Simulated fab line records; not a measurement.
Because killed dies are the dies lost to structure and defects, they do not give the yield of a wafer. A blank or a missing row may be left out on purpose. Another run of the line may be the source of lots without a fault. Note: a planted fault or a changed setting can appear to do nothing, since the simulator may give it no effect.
fab line records    flow n5_finfet
record: lots: 11  wafers: 33  last_day: 18
route steps=1938 shown GATE_CUT@492
lots that met no fault: from a run of the same line without faults
start_h: hours from the record's first day to the start of the lot's first wafer shown    wait_h: hours since the lot's step before    " unchanged from the row above    L1.1+2: several wafers, shown together as one row    - no value, or no start given    * or withheld: withheld    < > ~ a bound
route shown NAME@n: names a module that has steps shown in the file, with the first one's number in the route    usual: the fault-free wafers' mean and standard deviation    same: alike in all rows    chamber/n: place in a boat    sites: each site's reading    _std_site: their standard deviation    _edge_site: outer sites' mean less inner sites'    radius_mm: for every site, how far away it sits from the centre of the wafer    mask NAME#n: copy n    behind: the most recent tool/chamber to have shaped the wafer    hold: the reason the lot was held/the length of the hold in hours/how it ended    device: which transistor (n, p or np) failed to switch    end of line: the same wafers' tests at the end of the route    where a step has no rows: the recipe by itself    killed: dies that structure and defects cost at the first sort, which is not the same as the wafer's yield    map: per-die view of a wafer (x killed, . not killed, _ where there is no die)
set.NAME: the setting as run; set.NAME@STEP: as run at that earlier step    model.NAME: the simulator's own value behind a step, which no gauge read
the route's steps for a sample of lots (tables are steps, rows are wafers)
services: a tool's chamber out of use, with start hour (start_h, from the record's first day; less than 0 if before it), hours out, and reason
== steps ==
step: N5_GATE_CUT_ETCH_36
recipe: chemistry: CF4  target: SiARC  target_depth_a: 130  mask_material: CAR-EUV  time_s: 21.7  ion_energy_ev: 80  pressure_mtorr: 40  source_w: 545  bias_w: 36  Ar_flow_sccm: 100  cf4_flow_sccm: 100  ends: cleared
usual: drypump_motor_current_A: 5.9/0.37  etch_rf_on_time_s: 21.9/0.49  oes_product_au: 0.64/0.05  rf_vpp_V: 184.3/1.4  showerhead_plenum_p_Torr: 2.16/0.081  throttle_valve_pct: 15.61/0.21
lot.wafer  tool         chamber  start_h  wait_h  drypump_motor_current_A  etch_rf_on_time_s  oes_product_au  rf_hours_counter_h  rf_vpp_V  showerhead_plenum_p_Torr  throttle_valve_pct
L189.3     rie_diel-01  0        83.06    0.0     5.5                      21.1               0.75            40                  184.6     2.28                      15.64
L189.4     "            1        "        "       6.3                      20.9               0.70            122                 185.9     2.23                      15.16
L189.5     "            3        "        "       5.7                      22.2               0.63            -                   184.5     2.22                      15.51
L190.2     rie_diel-05  3        93.33    0.0     5.8                      22.0               0.63            161                 185.8     2.24                      15.79
L190.5     "            3        "        "       5.8                      22.1               0.63            -                   186.1     2.24                      15.78
L190.6     "            2        "        "       5.6                      21.8               0.59            -                   186.2     2.19                      15.75
L191.1     rie_diel-05  0        107.05   0.0     5.5                      22.0               0.65            113                 182.4     2.07                      15.78
L191.4     "            1        "        "       6.1                      22.2               0.62            -                   183.3     2.05                      15.43
L191.6     "            2        "        "       5.7                      22.0               0.59            -                   183.6     2.19                      15.76
L195.3     rie_diel-01  2        125.11   0.0     6.4                      21.7               0.64            157                 183.0     2.06                      15.47
L195.4     "            3        "        "       5.7                      22.3               0.61            182                 186.3     2.22                      15.55
L195.5     "            1        "        "       6.3                      21.0               0.69            -                   185.0     2.23                      15.18
L196.1     rie_diel-06  3        128.90   0.0     6.3                      21.9               0.70            72                  184.0     2.18                      15.61
L196.5     "            1        "        "       5.8                      21.6               0.76            -                   185.0     2.20                      15.51
L196.6     "            2        "        "       6.3                      22.7               0.61            -                   184.6     2.14                      15.55
L197.2     rie_diel-05  1        134.67   0.0     6.1                      22.3               0.61            203                 182.8     2.05                      15.42
L197.3     "            3        "        "       5.8                      22.4               0.61            172                 185.8     2.23                      15.80
L197.6     "            1        "        "       6.1                      22.0               0.61            -                   181.9     2.05                      15.42
L200.1     rie_diel-06  0        152.66   0.0     4.9                      23.2               0.58            240                 182.5     2.03                      16.22
L200.4     "            3        "        "       6.3                      21.6               0.69            79                  184.1     2.18                      15.61
L200.6     "            2        "        "       6.4                      22.3               0.61            -                   183.1     2.13                      15.57
L203.1     rie_diel-05  3        175.87   0.0     5.8                      22.4               0.61            185                 186.4     2.23                      15.83
L203.3     "            1        "        "       6.1                      21.9               0.60            217                 183.4     2.05                      15.46
L203.4     "            0        "        "       5.6                      22.0               0.64            133                 184.0     2.06                      15.81
L210.1     rie_diel-05  0        211.14   0.0     5.5                      21.9               0.63            143                 182.6     2.06                      15.85
L210.3     "            3        "        "       5.8                      22.1               0.61            195                 186.1     2.23                      15.85
L210.4     "            2        "        "       5.6                      21.8               0.58            247                 185.0     2.18                      15.84
L212.1     rie_diel-01  1        219.82   0.0     6.3                      21.0               0.67            164                 185.5     2.22                      15.25
L212.3     "            2        "        "       6.4                      21.7               0.62            184                 182.8     2.05                      15.52
L212.5     "            1        "        "       6.3                      20.7               0.67            -                   184.4     2.22                      15.25
L211.1     rie_diel-01  0        222.16   0.0     5.5                      21.4               0.69            84                  185.9     2.26                      15.73
L211.3     "            3        "        "       5.7                      22.0               0.61            209                 184.5     2.21                      15.59
L211.5     "            3        "        "       5.7                      21.9               0.61            -                   184.5     2.21                      15.59
step: N5_GATE_CUT_CUT_ETCH_54
recipe: chemistry: Cl2/BCl3  target: TiN  mask_material: SiO2  target_depth_a: 967  pressure_mtorr: 10  icp_w: 1000  bias_w: 126  Cl2_flow_sccm: 53.25  bcl3_flow_sccm: 21.75  Ar_flow_sccm: 25  ends: cleared
usual: drypump_motor_current_A: 5.9/0.44  etch_rf_on_time_s: 36.8/1.3  oes_product_au: 0.65/0.095  throttle_valve_pct: 22.32/0.25
lot.wafer  tool          chamber  start_h  wait_h  drypump_motor_current_A  etch_rf_on_time_s  oes_product_au  rf_hours_counter_h  throttle_valve_pct
L189.3     rie_metal-02  1        83.48    0.0     6.4                      37.1               0.58            -                   22.01
L189.4     "             0        "        "       6.3                      37.3               0.50            -                   22.78
L189.5     "             1        "        "       6.4                      37.0               0.59            -                   22.00
L190.2     rie_metal-01  1        93.73    0.0     5.4                      36.1               0.65            67                  22.08
L190.5     "             0        "        "       5.5                      37.6               0.56            -                   22.40
L190.6     "             1        "        "       5.4                      36.0               0.65            -                   22.09
L191.1     rie_metal-02  1        107.51   0.1     6.4                      37.3               0.58            100                 22.03
L191.4     "             1        "        "       6.4                      37.3               0.58            -                   22.03
L191.6     "             1        "        "       6.4                      37.2               0.58            -                   22.02
L195.3     rie_metal-03  1        125.53   0.0     5.5                      37.1               0.71            -                   22.79
L195.4     "             0        "        "       5.5                      33.9               0.63            -                   22.35
L195.5     "             1        "        "       5.5                      37.1               0.70            -                   22.77
L196.1     rie_metal-02  1        129.30   0.0     6.4                      25.7               0.73            102                 21.79
L196.5     "             1        "        "       6.4                      25.6               0.73            -                   21.78
L196.6     "             0        "        "       6.4                      37.3               0.84            -                   22.32
L197.2     rie_metal-02  0        135.07   0.0     6.3                      37.2               0.84            3                   22.33
L197.3     "             1        "        "       6.4                      25.4               0.73            -                   21.77
L197.6     "             0        "        "       6.3                      37.3               0.84            -                   22.33
L200.1     rie_metal-02  0        153.06   0.0     6.4                      37.6               0.82            5                   22.34
L200.4     "             1        "        "       6.4                      25.4               0.73            -                   21.79
L200.6     "             0        "        "       6.3                      38.0               0.82            -                   22.34
L203.1     rie_metal-03  0        176.27   0.0     5.5                      33.8               0.62            104                 22.37
L203.3     "             0        "        "       5.5                      34.0               0.61            -                   22.38
L203.4     "             1        "        "       5.5                      37.1               0.70            -                   22.79
L210.1     rie_metal-01  0        211.54   0.0     5.5                      37.5               0.54            123                 22.41
L210.3     "             1        "        "       5.4                      36.3               0.63            -                   22.10
L210.4     "             0        "        "       5.5                      38.0               0.54            -                   22.42
L212.1     rie_metal-02  0        220.22   0.0     6.4                      37.4               0.78            12                  22.35
L212.3     "             1        "        "       6.4                      37.7               0.56            -                   22.06
L212.5     "             1        "        "       6.4                      37.5               0.56            -                   22.05
L211.1     rie_metal-01  1        222.56   0.0     5.4                      36.0               0.64            77                  22.10
L211.3     "             1        "        "       5.4                      36.0               0.63            -                   22.12
L211.5     "             0        "        "       5.5                      37.3               0.55            -                   22.41
step: N5_GATE_CUT_VAPOR_ETCH_48
recipe: chemistry: BCl3/Cl2  target: TiN  mode: isotropic
usual: drypump_motor_current_A: 5.9/0.43  oes_product_au: 0.72/0.11
lot.wafer  tool          chamber  start_h  wait_h  drypump_motor_current_A  oes_product_au
L189.3     rie_metal-02  1        83.59    0.0     6.4                      0.65
L189.4     "             0        "        "       6.4                      0.56
L189.5     "             1        "        "       6.4                      0.65
L190.2     rie_metal-01  1        93.85    0.0     5.4                      0.71
L190.5     "             0        "        "       5.6                      0.61
L190.6     "             1        "        "       5.4                      0.71
L191.1     rie_metal-02  1        107.75   0.1     6.4                      0.64
L191.4     "             1        "        "       6.4                      0.64
L191.6     "             1        "        "       6.4                      0.65
L195.3     rie_metal-03  1        125.64   0.0     5.5                      0.80
L195.4     "             0        "        "       5.6                      0.69
L195.5     "             1        "        "       5.5                      0.80
L196.1     rie_metal-02  1        129.42   0.0     6.4                      0.64
L196.5     "             1        "        "       6.4                      0.64
L196.6     "             0        "        "       6.4                      0.94
L197.2     rie_metal-02  0        135.19   0.0     6.3                      0.93
L197.3     "             1        "        "       6.4                      0.63
L197.6     "             0        "        "       6.4                      0.93
L200.1     rie_metal-02  0        153.18   0.0     6.4                      0.91
L200.4     "             1        "        "       6.4                      0.64
L200.6     "             0        "        "       6.3                      0.91
L203.1     rie_metal-03  0        176.39   0.0     5.5                      0.67
L203.3     "             0        "        "       5.5                      0.68
L203.4     "             1        "        "       5.5                      0.78
L210.1     rie_metal-01  0        211.66   0.0     5.6                      0.61
L210.3     "             1        "        "       5.4                      0.70
L210.4     "             0        "        "       5.5                      0.60
L212.1     rie_metal-02  0        220.34   0.0     6.3                      0.88
L212.3     "             1        "        "       6.4                      0.61
L212.5     "             1        "        "       6.4                      0.62
L211.1     rie_metal-01  1        222.68   0.0     5.4                      0.70
L211.3     "             1        "        "       5.4                      0.70
L211.5     "             0        "        "       5.5                      0.60
step: N5_GATE_CUT_ALD_22
recipe: material: SiNx  target_thk_a: 160  temp_c: 400  ald_precursor_family: SiH2I2  ald_co_reactant: N2/H2-plasma  pulse_time_s: 1  ald_cycles: 320  purge_time_s: 2  co_reactant_purge_time_s: 2  pressure_torr: 2
usual: heater_power_w: 888/120  precursor_pulse_height_rel: 1.002/0.021  susceptor_temp_C: 400.00/0.23
lot.wafer  tool        chamber  start_h  wait_h  heater_power_w  precursor_pulse_height_rel  susceptor_temp_C
L189.3     ald_sin-02  0        83.86    0.0     738             0.973                       399.79
L189.4     "           1        "        "       834             0.984                       399.49
L189.5     "           2        "        "       881             0.976                       400.17
L190.2     ald_sin-04  1        95.02    0.9     798             0.999                       400.14
L190.5     "           2        "        "       1114            0.985                       400.17
L190.6     "           1        "        "       764             1.033                       400.08
L191.1     ald_sin-04  2        108.69   0.6     1108            1.024                       400.20
L191.4     "           0        "        "       1006            1.041                       400.17
L191.6     "           3        "        "       905             1.020                       399.84
L195.3     ald_sin-02  2        125.90   0.0     885             0.969                       400.12
L195.4     "           0        "        "       757             0.971                       399.95
L195.5     "           1        "        "       850             1.017                       399.88
L196.1     ald_sin-04  2        129.69   0.0     1148            1.011                       400.36
L196.5     "           3        "        "       896             1.010                       400.24
L196.6     "           2        "        "       1115            1.028                       400.15
L197.2     ald_sin-03  1        135.46   0.0     752             1.022                       399.78
L197.3     "           3        "        "       915             0.998                       400.33
L197.6     "           0        "        "       834             1.004                       400.13
L200.1     ald_sin-03  2        153.45   0.0     811             1.009                       399.35
L200.4     "           0        "        "       843             1.015                       399.89
L200.6     "           0        "        "       838             1.004                       400.07
L203.1     ald_sin-04  3        176.65   0.0     888             0.995                       399.72
L203.3     "           2        "        "       1134            0.982                       399.64
L203.4     "           1        "        "       768             1.042                       400.27
L210.1     ald_sin-04  2        211.92   0.0     1159            1.011                       399.82
L210.3     "           0        "        "       988             0.999                       399.95
L210.4     "           3        "        "       903             0.998                       399.89
L212.1     ald_sin-02  1        220.71   0.1     869             0.959                       400.23
L212.3     "           0        "        "       769             0.958                       399.87
L212.5     "           0        "        "       758             1.010                       399.75
L211.1     ald_sin-03  0        223.01   0.1     833             0.975                       400.02
L211.3     "           2        "        "       828             1.001                       400.13
L211.5     "           1        "        "       764             1.007                       399.87
== services ==
tool          chamber  start_h  hours  kind
ald_sin-03    -        71.17    0.7    repair
rie_metal-02  0        83.84    -      clean
rie_metal-02  0        83.84    23.6   scheduled_down
rie_metal-02  0        83.84    23.6   vent_cycle
ald_sin-03    -        86.48    14.0   pm
ald_sin-03    0        86.48    14.0   vent_cycle
ald_sin-03    1        86.48    14.0   vent_cycle
ald_sin-03    2        86.48    14.0   vent_cycle
rie_diel-06   3        91.32    4.9    repair
ald_sin-02    -        99.08    3.6    repair
ald_sin-03    -        100.48   6.1    pm
ald_sin-03    -        115.30   6.0    pm
ald_sin-02    -        119.38   2.8    pm
rie_diel-06   2        124.88   3.2    repair
rie_diel-05   0        157.45   2.8    repair
ald_sin-04    -        161.65   6.1    pm
rie_metal-01  -        171.73   28.1   pm
rie_diel-06   2        201.30   23.7   repair
rie_diel-06   3        202.27   7.3    repair
rie_diel-01   -        211.73   3.2    repair
rie_diel-05   2        220.81   -      clean
rie_diel-05   2        220.81   -      consumable_replace:focus_ring
rie_diel-05   2        220.81   17.9   scheduled_down
rie_diel-05   2        220.81   17.9   vent_cycle
== key ==
first_sign: step: N5_GATE_CUT_CUT_ETCH_54  reading: etch_rf_on_time_s  direction: down  sigmas: 8.5  usual: *  struck: *
effect: step: N5_GATE_CUT_CUT_ETCH_54  reading: throttle_valve_pct  direction: down  sigmas: 2.1  usual: *  struck: *
met_at N5_GATE_CUT_CUT_ETCH_54
struck_lots L196,L197,L200
struck_wafers L196.1,L196.5,L197.3,L200.4
tester_left_out L196,L197,L200
not_acting_at N5_GATE_CUT_ETCH_36,N5_GATE_CUT_VAPOR_ETCH_48,N5_GATE_CUT_ALD_22
onset_between 107.51 129.30
fault: kind: process_parameter_drift  tool: rie_metal-02  chamber: 1  onset_h: 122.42  steps: N5_GATE_CUT_CUT_ETCH_54  channel: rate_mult  offset: 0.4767  shape: step  end_h: 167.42
tester_left_out: of these lots the tester's yield and bins aren't shown, on N5 and GAA mostly nor the transistor test; their killed dies are dies lost to structure and defects alone, not to doping, threshold or leakage, so they don't give the yield
